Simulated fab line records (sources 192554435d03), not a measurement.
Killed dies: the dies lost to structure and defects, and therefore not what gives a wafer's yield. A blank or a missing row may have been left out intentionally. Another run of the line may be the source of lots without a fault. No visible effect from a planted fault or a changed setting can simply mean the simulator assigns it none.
fab line records	flow n5-finfet
record lots=10	wafers=30	last-day=17
route steps=1938 shown SD_EPI_N@282 SD_EPI_P@320 SD_ACTIVATION@331 BEOL_M4@1111 PASSIVATION@1936
lots untouched by any fault: they come from a run of this same line in which no faults occurred
start-h: the number of hours between the record's first day and the start of the first shown wafer of the lot	wait-h: hours elapsed since this lot's preceding step	" identical to the entry in the row above	L1.1+2: several wafers, shown together as one row	- no value, or no start given	* or withheld: withheld	< > ~ a bound
route shown NAME@n: NAME is a module with steps in the file, n the number in the route of the first one	usual: mean/standard deviation taken from wafers without a fault	same: alike in all rows	chamber/n: place in a boat	sites: the reading at each site	_std_site: the values' standard deviation	_edge_site: outer sites' mean less inner sites'	radius-mm: how far each site lies from the wafer's centre	mask NAME#n: copy n	behind: the tool/chamber that last shaped the wafer	hold: reason for holding the lot/hours on hold/outcome of the hold	device: whichever transistor did not switch (one of n, p or np)	end of line: the same wafers' tests at the end of the route	where a step has no rows: the recipe by itself	killed: the dies lost at the first sort to structure and to defects; this is not the yield of the wafer	map: a wafer's dies, marking killed ones x, the rest . and places with no die _
set.NAME: the run value of the setting; set.NAME@STEP: its run value at that earlier step	model.NAME: the simulator's own value behind a step, which no gauge read
a sample of lots followed through the steps of the route, with each step as a table and each wafer as a row
services: when a tool's chamber went out of use (start-h, in hours from the record's first day, below 0 if earlier), for how many hours, and the reason
## steps
# step N5_SD_EPI_N_STRIP_38
# recipe chemistry=N2/H2	power-w=1000	temp-c=250	h2-frac=0.65	overash-fraction=0.3	pressure-mtorr=withheld	n2-flow-sccm=1750	h2-flow-sccm=3250
# usual drypump-motor-current-A=5.7/0.55	heater-power-w=352/41	n2-flow-sccm=1750/5.4	oes-product-au=0.761/0.011
lot.wafer	tool	chamber	start-h	wait-h	drypump-motor-current-A	heater-power-w	n2-flow-sccm	oes-product-au	rf-hours-counter-h
L240.2	plasma-asher-02	1	56.22	0.1	5.6	342	1747	0.760	86
L240.4	"	0	"	"	4.8	328	1762	0.754	-
L240.5	"	0	"	"	4.9	317	1761	0.766	-
L242.3	plasma-asher-01	1	69.47	0.1	6.0	321	1760	0.765	-
L242.5	"	1	"	"	6.0	317	1755	0.754	-
L242.6	"	0	"	"	6.3	419	1747	0.752	-
L243.1	plasma-asher-01	1	77.42	0.1	6.0	325	1754	0.754	37
L243.2	"	0	"	"	6.3	415	1747	0.761	37
L243.5	"	0	"	"	6.2	419	1754	0.761	-
L244.2	plasma-asher-02	1	85.91	0.1	5.6	344	1758	0.760	92
L244.3	"	0	"	"	4.8	332	1757	0.765	-
L244.6	"	0	"	"	4.8	327	1751	0.754	-
L245.2	plasma-asher-02	1	86.55	0.1	5.6	331	1747	0.765	92
L245.3	"	1	"	"	5.6	329	1747	0.766	-
L245.5	"	0	"	"	4.8	333	1757	0.761	-
L247.3	plasma-asher-02	1	97.62	0.1	5.6	337	1749	0.779	-
L247.5	"	0	"	"	4.8	330	1753	0.766	-
L247.6	"	1	"	"	5.6	337	1753	0.778	-
L253.3	plasma-asher-01	0	134.88	0.1	6.3	428	1751	0.748	-
L253.5	"	0	"	"	6.2	427	1755	0.765	-
L253.6	"	1	"	"	6.0	326	1752	0.782	-
L254.1	plasma-asher-02	0	140.54	0.1	4.8	320	1751	0.747	102
L254.2	"	1	"	"	5.6	341	1735	0.762	102
L254.3	"	0	"	"	4.8	327	1749	0.778	-
L255.2	plasma-asher-01	1	145.99	0.1	6.0	330	1748	0.750	51
L255.3	"	1	"	"	6.0	329	1748	0.756	-
L255.4	"	0	"	"	6.3	420	1745	0.765	-
L261.1	plasma-asher-02	0	181.07	0.1	4.9	328	1751	0.771	109
L261.3	"	1	"	"	5.6	341	1752	0.763	-
L261.4	"	0	"	"	4.8	326	1738	0.784	-
# step N5_SD_EPI_N_LINER_46
# recipe material=SiNx	target-thk-a=30	temp-c=400	ald-precursor-family=SiH2I2	ald-co-reactant=N2/H2-plasma	pressure-torr=2
# usual heater-power-w=842/74	susceptor-temp-C=400.00/0.24
lot.wafer	tool	chamber	start-h	wait-h	heater-power-w	susceptor-temp-C
L240.2	ald-sin-04	3	59.24	0.1	851	399.92
L240.4	"	1	"	"	772	399.93
L240.5	"	1	"	"	795	399.71
L242.3	ald-sin-04	1	72.80	0.3	771	399.99
L242.5	"	2	"	"	866	399.64
L242.6	"	1	"	"	777	399.80
L243.1	ald-sin-04	2	81.09	0.2	840	399.74
L243.2	"	1	"	"	781	400.04
L243.5	"	0	"	"	990	399.75
L244.2	ald-sin-04	2	89.10	0.4	856	400.57
L244.3	"	3	"	"	873	400.08
L244.6	"	0	"	"	1017	399.88
L245.2	ald-sin-03	3	89.51	0.2	872	400.17
L245.3	"	2	"	"	801	399.96
L245.5	"	0	"	"	787	399.91
L247.3	ald-sin-03	3	101.47	1.1	892	400.29
L247.5	"	2	"	"	810	400.13
L247.6	"	1	"	"	919	400.04
L253.3	ald-sin-03	1	137.85	0.2	905	400.07
L253.5	"	2	"	"	795	400.28
L253.6	"	3	"	"	906	399.99
L254.1	ald-sin-02	1	143.49	0.2	879	399.94
L254.2	"	0	"	"	681	400.25
L254.3	"	2	"	"	843	400.19
L255.2	ald-sin-04	2	149.01	0.2	845	399.95
L255.3	"	3	"	"	862	400.24
L255.4	"	0	"	"	1010	400.18
L261.1	ald-sin-04	2	184.25	0.4	860	400.22
L261.3	"	0	"	"	1009	400.03
L261.4	"	2	"	"	829	399.83
# step N5_SD_EPI_P_VAPOR_ETCH_44
# recipe chemistry=NF3/Ar	target=SiGe30	temp-c=25	time-s=3.3	mode=isotropic
# usual susceptor-temp-C=25.00/0.1
lot.wafer	tool	chamber	start-h	wait-h	susceptor-temp-C
L240.2	epi-rpcvd-02	0	61.11	0.1	24.90
L240.4	"	0	"	"	25.01
L240.5	"	0	"	"	24.83
L242.3	epi-rpcvd-02	0	74.64	0.1	24.99
L242.5	"	0	"	"	24.99
L242.6	"	0	"	"	24.95
L243.1	epi-rpcvd-01	0	83.05	0.3	25.10
L243.2	"	0	"	"	25.02
L243.5	"	0	"	"	25.05
L244.2	epi-rpcvd-02	0	91.10	0.1	24.95
L244.3	"	0	"	"	24.81
L244.6	"	0	"	"	24.68
L245.2	epi-rpcvd-01	0	91.88	0.2	24.83
L245.3	"	0	"	"	25.05
L245.5	"	0	"	"	25.03
L247.3	epi-rpcvd-01	0	103.76	0.1	24.85
L247.5	"	0	"	"	24.89
L247.6	"	0	"	"	25.10
L247.3	epi-rpcvd-01	0	104.11	0.3	25.13
L247.5	"	0	"	"	24.99
L247.6	"	0	"	"	25.09
L253.3	epi-rpcvd-01	0	140.18	0.1	25.14
L253.5	"	0	"	"	24.91
L253.6	"	0	"	"	25.02
L253.3	epi-rpcvd-01	0	140.53	0.3	24.95
L253.5	"	0	"	"	25.02
L253.6	"	0	"	"	25.01
L254.1	epi-rpcvd-01	0	145.49	0.1	25.01
L254.2	"	0	"	"	25.03
L254.3	"	0	"	"	25.09
L255.2	epi-rpcvd-01	0	150.99	0.1	25.04
L255.3	"	0	"	"	25.05
L255.4	"	0	"	"	25.18
L261.1	epi-rpcvd-01	0	186.72	0.1	24.99
L261.3	"	0	"	"	25.04
L261.4	"	0	"	"	24.99
# step N5_SD_ACTIVATION_LSA_01
# recipe temp-c=1080	time-s=0.0008	ambient=N2
# usual wafer_temp_C_max=1084.2/1.8
lot.wafer	tool	chamber	start-h	wait-h	wafer_temp_C_max
L240.2	laser-anneal-02	0	63.92	0.2	1086.1
L240.4	"	0	"	"	1085.6
L240.5	"	0	"	"	1085.7
L242.3	laser-anneal-02	0	77.54	0.2	1086.2
L242.5	"	0	"	"	1086.3
L242.6	"	0	"	"	1086.5
L243.1	laser-anneal-01	0	87.67	0.2	1083.0
L243.2	"	0	"	"	1083.6
L243.5	"	0	"	"	1083.1
L244.2	laser-anneal-02	0	93.95	0.2	1085.6
L244.3	"	0	"	"	1085.5
L244.6	"	0	"	"	1087.0
L245.2	laser-anneal-01	0	95.43	0.2	1082.7
L245.3	"	0	"	"	1082.4
L245.5	"	0	"	"	1082.6
L247.3	laser-anneal-01	0	107.12	0.2	1083.2
L247.5	"	0	"	"	1082.5
L247.6	"	0	"	"	1083.1
L253.3	laser-anneal-01	0	143.41	0.2	1083.3
L253.5	"	0	"	"	1082.0
L253.6	"	0	"	"	1082.5
L254.1	laser-anneal-01	0	148.44	0.2	1082.3
L254.2	"	0	"	"	1082.8
L254.3	"	0	"	"	1082.0
L255.2	laser-anneal-01	0	153.79	0.2	1083.4
L255.3	"	0	"	"	1082.8
L255.4	"	0	"	"	1083.4
L261.1	laser-anneal-01	0	189.70	0.3	1082.8
L261.3	"	0	"	"	1082.3
L261.4	"	0	"	"	1081.6
# step N5_BEOL_M4_RC_MEAS_101
# usual DIBL_N=36.4/1.7	DIBL_P=36.4/2.1	IOFF_N=0.16/0.035	IOFF_P=0.21/0.035	ION_N=680/11	ION_P=465/6.8	SS_N=71.5/0.58	SS_P=73.2/0.72	VT_N=249/3.6	VT_P=-250/3.1
lot.wafer	tool	chamber	start-h	wait-h	DIBL_N[mV/V]	DIBL_P[mV/V]	IOFF_N[nA/um]	IOFF_P[nA/um]	ION_N[uA/um]	ION_P[uA/um]	SS_N[mV/dec]	SS_P[mV/dec]	VT_N[mV]	VT_P[mV]
L240.2	prober-02	0	176.91	0.2	34.6	34.5	0.14	0.19	669	462	71.7	72.8	252	-248
L240.4	"	0	"	"	34.0	33.7	0.13	0.17	667	460	71.6	72.1	253	-253
L240.5	"	0	"	"	37.1	37.9	0.18	0.23	689	467	71.5	73.1	246	-247
L242.3	prober-01	0	191.48	0.3	35.5	36.7	0.17	0.22	701	472	71.6	73.9	246	-246
L242.5	"	0	"	"	36.5	37.4	0.20	0.23	691	463	71.4	73.5	246	-246
L242.6	"	0	"	"	34.6	35.5	0.16	0.19	686	464	71.5	73.5	250	-251
L244.2	prober-02	0	209.50	0.2	37.9	39.1	0.19	0.23	686	461	72.5	74.7	247	-251
L244.3	"	0	"	"	35.0	34.9	0.13	0.17	666	458	70.4	73.3	255	-254
L244.6	"	0	"	"	37.2	37.8	0.16	0.21	669	459	71.7	73.2	251	-252
L243.1	prober-02	0	213.96	0.0	35.7	37.8	0.17	0.19	678	457	71.7	73.8	250	-254
L243.2	"	0	"	"	34.6	35.9	0.14	0.17	662	451	71.5	73.2	252	-256
L243.5	"	0	"	"	36.0	37.8	0.18	0.20	680	459	71.9	74.4	247	-251
L245.2	prober-01	0	214.45	0.2	36.3	35.4	0.15	0.22	689	472	71.8	73.4	252	-248
L245.3	"	0	"	"	34.1	33.1	0.13	0.19	670	466	71.3	72.8	252	-246
L245.5	"	0	"	"	36.1	35.0	0.15	0.22	683	474	71.7	73.1	252	-246
L247.3	prober-02	0	215.20	0.9	34.2	-	0.13	-	689	-	70.7	-	251	-
L247.5	"	0	"	"	34.8	-	0.14	-	675	-	72.1	-	251	-
L247.6	"	0	"	"	37.7	-	0.18	-	695	-	71.9	-	248	-
L253.3	prober-01	0	256.67	0.3	34.4	-	0.12	-	665	-	69.9	-	255	-
L253.5	"	0	"	"	36.8	-	0.15	-	668	-	71.1	-	254	-
L253.6	"	0	"	"	37.4	-	0.16	-	682	-	71.3	-	253	-
L254.1	prober-02	0	260.74	0.0	34.3	33.7	0.13	0.17	657	460	71.6	72.2	254	-251
L254.2	"	0	"	"	32.1	33.2	0.11	0.17	669	466	70.7	72.4	252	-253
L254.3	"	0	"	"	35.0	36.9	0.15	0.20	663	458	71.1	73.0	249	-249
L255.2	prober-01	0	268.61	0.2	34.6	35.4	0.13	0.18	671	468	69.9	72.8	252	-253
L255.3	"	0	"	"	35.9	36.7	0.16	0.20	684	471	71.1	73.8	251	-252
L255.4	"	0	"	"	36.6	36.7	0.17	0.19	684	466	71.0	73.2	253	-252
L261.1	prober-01	0	306.11	0.5	38.1	38.2	0.17	0.26	678	476	71.5	74.7	251	-248
L261.3	"	0	"	"	36.0	34.8	0.14	0.20	674	470	71.9	72.7	252	-250
L261.4	"	0	"	"	34.3	33.1	0.12	0.18	669	466	70.5	72.2	254	-251
# step N5_PASSIVATION_PROBE_49
# usual defect-limited-yield=91.3/1.4	killed_at_M0_to_M3=36/11	killed_at_M4_up=13/5.2	killed-at-contacts=13/6.5	killed-at-front-end=37/11	killed-at-other=3.6/2.9	killed-dies=103/17	killed-open=68/12	killed-short=33/7.3	sort_bin_4_leakage=0.01/0.039	sort_bin_5_function=5.2/0.91	sort_bin_6_memory=3.2/0.67	sort-n-pass=1077/17	sort-yield-pct=91.3/1.4
# same gross-dies=1180	killed-at-back-side=0	sort_bin_8_speed[%]=0
lot.wafer	tool	chamber	start-h	wait-h	defect-limited-yield[%]	killed_at_M0_to_M3	killed_at_M4_up	killed-at-contacts	killed-at-front-end	killed-at-other	killed-dies	killed-open	killed-short	sort_bin_4_leakage[%]	sort_bin_5_function[%]	sort_bin_6_memory[%]	sort-n-pass	sort-yield-pct[%]
L240.2	prober-01	-	278.78	0.1	91.2	41	11	8	44	0	104	75	28	0	5.6	3.1	1076	91.2
L240.4	prober-01	-	278.88	0.2	90.3	31	18	19	45	1	114	86	28	0	5.9	3.5	1066	90.3
L240.5	prober-01	-	278.93	0.2	89.7	32	13	16	58	2	121	79	41	0	6.2	3.9	1059	89.7
L242.3	prober-01	-	294.87	0.1	91.2	43	14	21	25	1	104	70	34	0	4.6	3.9	1076	91.2
L242.5	prober-01	-	294.97	0.2	92.8	45	7	12	18	3	85	64	21	0	4.2	2.8	1095	92.8
L242.6	prober-01	-	295.02	0.3	91.3	44	8	15	30	6	103	67	36	0	5.4	3.1	1077	91.3
L247.3	prober-01	-	322.49	0.2	92.9	26	15	5	37	1	84	63	21	92.88	3.9	3.1	0	0
L247.5	prober-01	-	322.59	0.3	93.3	31	12	13	23	0	79	55	24	93.31	4.1	2.5	0	0
L247.6	prober-01	-	322.64	0.4	94.5	30	1	6	27	1	65	40	25	94.49	3.2	2.2	0	0
L245.2	prober-02	-	329.48	0.1	90.3	50	10	10	42	2	114	71	43	0	6.1	2.9	1066	90.3
L245.3	prober-02	-	329.53	0.1	90.8	36	16	13	41	3	109	75	34	0	5.8	3.3	1071	90.8
L245.5	prober-02	-	329.63	0.2	92.3	28	16	6	40	1	91	63	28	0	4.7	2.6	1089	92.3
L254.1	prober-02	-	367.12	0.0	90.9	34	12	14	42	5	107	69	38	0	5.3	3.6	1073	90.9
L254.2	prober-02	-	367.17	0.1	89.9	47	11	13	46	2	119	85	33	0	5.6	4.1	1061	89.9
L254.3	prober-02	-	367.22	0.1	91.0	35	11	8	40	12	106	70	34	0	5.3	3.1	1074	91.0
L253.3	prober-01	-	367.20	0.1	88.1	46	37	22	31	4	140	91	47	88.14	6.9	4.7	0	0
L253.5	prober-01	-	367.30	0.2	91.6	30	18	17	34	0	99	68	31	91.61	4.3	3.6	0	0
L253.6	prober-01	-	367.35	0.3	91.9	33	23	4	33	2	95	60	35	91.95	4.7	3.0	0	0
L255.2	prober-01	-	379.86	0.1	89.7	45	19	17	37	3	121	89	29	0	5.4	4.6	1059	89.7
L255.3	prober-01	-	379.91	0.1	92.3	38	5	5	38	5	91	55	36	0	5.2	1.9	1089	92.3
L255.4	prober-01	-	379.96	0.2	90.7	45	13	15	31	6	110	79	31	0	5.3	3.6	1070	90.7
L261.1	prober-01	-	409.90	0.0	87.7	70	10	13	48	4	145	93	52	0	6.7	4.8	1035	87.7
L261.3	prober-01	-	410.00	0.1	92.5	40	14	3	24	8	89	61	28	0	4.7	2.6	1091	92.5
L261.4	prober-01	-	410.05	0.2	91.9	35	15	13	25	7	95	66	29	0	4.4	3.4	1085	91.9
# killed by level:class
L240.2 FIN_SAQP:geometric-particle:open=14 BEOL_M0_SAQP:geometric-particle:open=12 FIN_SAQP:geometric-particle:short=9 BEOL_M0_SAQP:geometric-particle:short=9 STI_FIN_REVEAL:geometric-particle:open=7 MOL_CONTACT_COAG:geometric-particle:open=7 DUMMY_GATE:geometric-particle:open=6 BEOL_M1:geometric-particle:open=6
L240.4 MOL_CONTACT_COAG:geometric-particle:open=15 FIN_SAQP:geometric-particle:open=11 STI_FIN_REVEAL:geometric-particle:open=9 BEOL_M1:geometric-particle:open=9 BEOL_M2:geometric-particle:open=8 BEOL_M4:geometric-particle:open=8 FIN_SAQP:geometric-particle:short=7 BEOL_M0_SAQP:geometric-particle:open=6
L240.5 FIN_SAQP:geometric-particle:short=17 FIN_SAQP:geometric-particle:open=16 MOL_CONTACT_COAG:geometric-particle:open=14 STI_FIN_REVEAL:geometric-particle:open=10 BEOL_M2:geometric-particle:open=7 BEOL_M0_SAQP:geometric-particle:short=6 BEOL_M1:geometric-particle:open=6 BEOL_M0_SAQP:geometric-particle:open=4
L242.3 MOL_CONTACT_COAG:geometric-particle:open=17 BEOL_M3:geometric-particle:open=10 BEOL_M0_SAQP:geometric-particle:open=9 BEOL_M2:geometric-particle:open=7 FIN_SAQP:geometric-particle:short=6 BEOL_M0_SAQP:geometric-particle:short=6 STARTING-WAFER:geometric-particle:open=5 BEOL_M4:geometric-particle:open=5
L242.5 MOL_CONTACT_COAG:geometric-particle:open=11 BEOL_M2:geometric-particle:open=10 BEOL_M3:geometric-particle:open=9 BEOL_M0:geometric-particle:open=7 BEOL_M0_SAQP:geometric-particle:open=6 BEOL_M0_SAQP:geometric-particle:short=4 STARTING-WAFER:geometric-particle:open=4 STI_FIN_REVEAL:geometric-particle:open=3
L242.6 MOL_CONTACT_COAG:geometric-particle:open=13 BEOL_M0_SAQP:geometric-particle:short=13 BEOL_M3:geometric-particle:open=11 BEOL_M0_SAQP:geometric-particle:open=11 STI_FIN_REVEAL:geometric-particle:open=10 GATE_CUT:geometric-particle:short=5 BEOL_M2:geometric-particle:open=5 PASS1_CAP:geometric-particle:short=4
L247.3 DUMMY_GATE:geometric-particle:open=9 BEOL_M1:geometric-particle:open=9 FIN_SAQP:geometric-particle:open=8 BEOL_M0_SAQP:geometric-particle:open=8 MOL_CONTACT_COAG:geometric-particle:open=5 BEOL_M5:geometric-particle:open=5 FIN_SAQP:geometric-particle:short=4 BEOL_M4:geometric-particle:open=4
L247.5 MOL_CONTACT_COAG:geometric-particle:open=10 FIN_SAQP:geometric-particle:open=9 BEOL_M0_SAQP:geometric-particle:open=9 BEOL_M0_SAQP:geometric-particle:short=8 BEOL_M4:geometric-particle:open=8 BEOL_M2:geometric-particle:open=4 BEOL_M1:geometric-particle:open=4 GATE_CUT:geometric-particle:open=3
L247.6 BEOL_M0_SAQP:geometric-particle:short=11 FIN_SAQP:geometric-particle:open=10 BEOL_M1:geometric-particle:open=7 MOL_CONTACT_COAG:geometric-particle:open=5 BEOL_M3:geometric-particle:open=4 STARTING-WAFER:geometric-particle:open=4 FIN_SAQP:geometric-particle:short=3 BEOL_M2:geometric-particle:open=3
L245.2 STI_FIN_REVEAL:geometric-particle:open=21 BEOL_M0_SAQP:geometric-particle:short=20 BEOL_M0_SAQP:geometric-particle:open=12 MOL_CONTACT_COAG:geometric-particle:open=9 BEOL_M2:geometric-particle:open=6 BEOL_M1:geometric-particle:open=4 BEOL_M1:geometric-particle:short=4 BEOL_M4:geometric-particle:open=4
L245.3 STI_FIN_REVEAL:geometric-particle:open=16 MOL_CONTACT_COAG:geometric-particle:open=10 BEOL_M4:geometric-particle:open=9 BEOL_M0_SAQP:geometric-particle:open=7 BEOL_M3:geometric-particle:open=6 FIN_SAQP:geometric-particle:open=5 GATE_CUT:geometric-particle:short=5 BEOL_M1:geometric-particle:open=5
L245.5 STI_FIN_REVEAL:geometric-particle:open=14 BEOL_M2:geometric-particle:open=8 FIN_SAQP:geometric-particle:open=7 BEOL_M0_SAQP:geometric-particle:short=7 MOL_CONTACT_COAG:geometric-particle:open=6 BEOL_M4:geometric-particle:open=6 BEOL_M1:geometric-particle:short=5 FIN_SAQP:geometric-particle:short=3
L254.1 BEOL_M1:geometric-particle:open=11 STI_FIN_REVEAL:geometric-particle:open=9 MOL_CONTACT_COAG:geometric-particle:open=9 ILD0:geometric-particle:open=6 FIN_SAQP:geometric-particle:open=5 MOL_CONTACT_COAG:geometric-particle:short=5 BEOL_M0_SAQP:geometric-particle:open=5 GATE_CUT:geometric-particle:short=4
L254.2 BEOL_M1:geometric-particle:open=17 MOL_CONTACT_COAG:geometric-particle:open=12 FIN_SAQP:geometric-particle:open=10 BEOL_M0_SAQP:geometric-particle:short=10 FIN_SAQP:geometric-particle:short=9 STI_FIN_REVEAL:geometric-particle:open=6 BEOL_M0_SAQP:geometric-particle:open=6 GATE_CUT:geometric-particle:open=5
L253.3 BEOL_M4:geometric-particle:open=20 MOL_CONTACT_COAG:geometric-particle:open=20 BEOL_M0_SAQP:geometric-particle:short=13 BEOL_M0_SAQP:geometric-particle:open=12 STI_FIN_REVEAL:geometric-particle:open=7 FIN_SAQP:geometric-particle:short=6 BEOL_M1:geometric-particle:open=6 BEOL_M3:geometric-particle:open=6
L254.3 FIN_SAQP:geometric-particle:open=8 GATE_CUT:geometric-particle:open=7 BEOL_M2:geometric-particle:open=7 STI_FIN_REVEAL:geometric-particle:open=6 MOL_CONTACT_COAG:geometric-particle:open=5 BEOL_M0_SAQP:geometric-particle:open=5 BEOL_M3:geometric-particle:open=5 FIN_SAQP:geometric-particle:short=4
L253.5 MOL_CONTACT_COAG:geometric-particle:open=13 FIN_SAQP:geometric-particle:short=10 BEOL_M0_SAQP:geometric-particle:open=10 BEOL_M4:geometric-particle:open=10 BEOL_M0_SAQP:geometric-particle:short=9 ILD0:geometric-particle:open=7 BEOL_M2:geometric-particle:open=7 FIN_SAQP:geometric-particle:open=6
L253.6 BEOL_M4:geometric-particle:open=16 BEOL_M0_SAQP:geometric-particle:open=13 BEOL_M0_SAQP:geometric-particle:short=12 FIN_SAQP:geometric-particle:open=7 ILD0:geometric-particle:open=4 MOL_CONTACT_COAG:geometric-particle:open=4 STARTING-WAFER:geometric-particle:short=4 FIN_SAQP:geometric-particle:short=3
L255.2 MOL_CONTACT_COAG:geometric-particle:open=14 BEOL_M3:geometric-particle:open=12 DUMMY_GATE:geometric-particle:open=9 BEOL_M0:geometric-particle:open=9 BEOL_M4:geometric-particle:open=9 FIN_SAQP:geometric-particle:short=8 BEOL_M0_SAQP:geometric-particle:open=6 BEOL_M2:geometric-particle:open=6
L255.3 FIN_SAQP:geometric-particle:open=8 FIN_SAQP:geometric-particle:short=7 BEOL_M3:geometric-particle:open=7 STI_FIN_REVEAL:geometric-particle:open=6 BEOL_M0_SAQP:geometric-particle:short=5 BEOL_M1:geometric-particle:open=5 MOL_CONTACT_COAG:geometric-particle:open=4 BEOL_M0_SAQP:geometric-particle:open=4
L255.4 MOL_CONTACT_COAG:geometric-particle:open=14 BEOL_M2:geometric-particle:open=14 BEOL_M0_SAQP:geometric-particle:open=8 FIN_SAQP:geometric-particle:short=6 BEOL_M0:geometric-particle:open=5 BEOL_M1:geometric-particle:open=5 STARTING-WAFER:geometric-particle:open=5 FIN_SAQP:geometric-particle:open=4
L261.1 BEOL_M0_SAQP:geometric-particle:open=26 BEOL_M0_SAQP:geometric-particle:short=16 FIN_SAQP:geometric-particle:open=11 FIN_SAQP:geometric-particle:short=9 MOL_CONTACT_COAG:geometric-particle:open=9 BEOL_M3:geometric-particle:open=9 STI_FIN_REVEAL:geometric-particle:open=6 BEOL_M2:geometric-particle:open=6
L261.3 BEOL_M0_SAQP:geometric-particle:open=13 BEOL_M3:geometric-particle:open=11 BEOL_M0_SAQP:geometric-particle:short=7 BEOL_M1:geometric-particle:open=6 FIN_SAQP:geometric-particle:open=5 BEOL_M4:geometric-particle:open=5 FIN_SAQP:geometric-particle:short=4 GATE_CUT:geometric-particle:short=4
L261.4 MOL_CONTACT_COAG:geometric-particle:open=11 BEOL_M3:geometric-particle:open=10 BEOL_M0_SAQP:geometric-particle:short=8 BEOL_M0_SAQP:geometric-particle:open=7 BEOL_M4:geometric-particle:open=7 STI_FIN_REVEAL:geometric-particle:open=6 FIN_SAQP:geometric-particle:short=5 FIN_SAQP:geometric-particle:open=4
## services
tool	chamber	start-h	hours	kind
ald-sin-02	-	41.58	2.8	pm
laser-anneal-01	-	58.44	4.8	repair
plasma-asher-02	-	74.47	0.4	repair
ald-sin-02	-	85.48	14.0	pm
ald-sin-02	0	85.48	14.0	vent-cycle
ald-sin-02	1	85.48	14.0	vent-cycle
ald-sin-02	2	85.48	14.0	vent-cycle
ald-sin-02	3	85.48	14.0	vent-cycle
ald-sin-04	-	94.92	28.1	pm
laser-anneal-01	-	98.56	2.9	pm
ald-sin-02	0	99.48	-	clean
ald-sin-02	1	99.48	-	clean
ald-sin-02	2	99.48	-	clean
ald-sin-02	3	99.48	-	clean
laser-anneal-02	-	128.91	2.0	pm
laser-anneal-02	-	145.78	11.7	repair
laser-anneal-02	-	157.96	9.5	pm
plasma-asher-02	-	176.14	4.9	repair
ald-sin-03	-	177.71	14.0	pm
ald-sin-03	0	177.71	15.3	vent-cycle
ald-sin-03	1	177.71	15.3	vent-cycle
ald-sin-03	2	177.71	31.7	vent-cycle
ald-sin-03	3	177.71	15.3	vent-cycle
## key
first-sign step=N5_SD_EPI_P_VAPOR_ETCH_44	reading=visit	direction=added
effect step=N5_PASSIVATION_PROBE_49	reading=sort_bin_4_leakage	direction=up	sigmas=99+	usual=0.01	struck=92.06
met-at N5_SD_EPI_P_VAPOR_ETCH_44
struck-lots L247,L253
not-acting-at N5_SD_EPI_N_STRIP_38,N5_SD_EPI_N_LINER_46,N5_SD_ACTIVATION_LSA_01
fault kind=repeated-step-whole	tool=epi-rpcvd-01,epi-rpcvd-02,epi-rpcvd-03	chamber=-	onset-h=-	steps=N5_SD_EPI_P_VAPOR_ETCH_44	times=1	scope=struck-lots-only
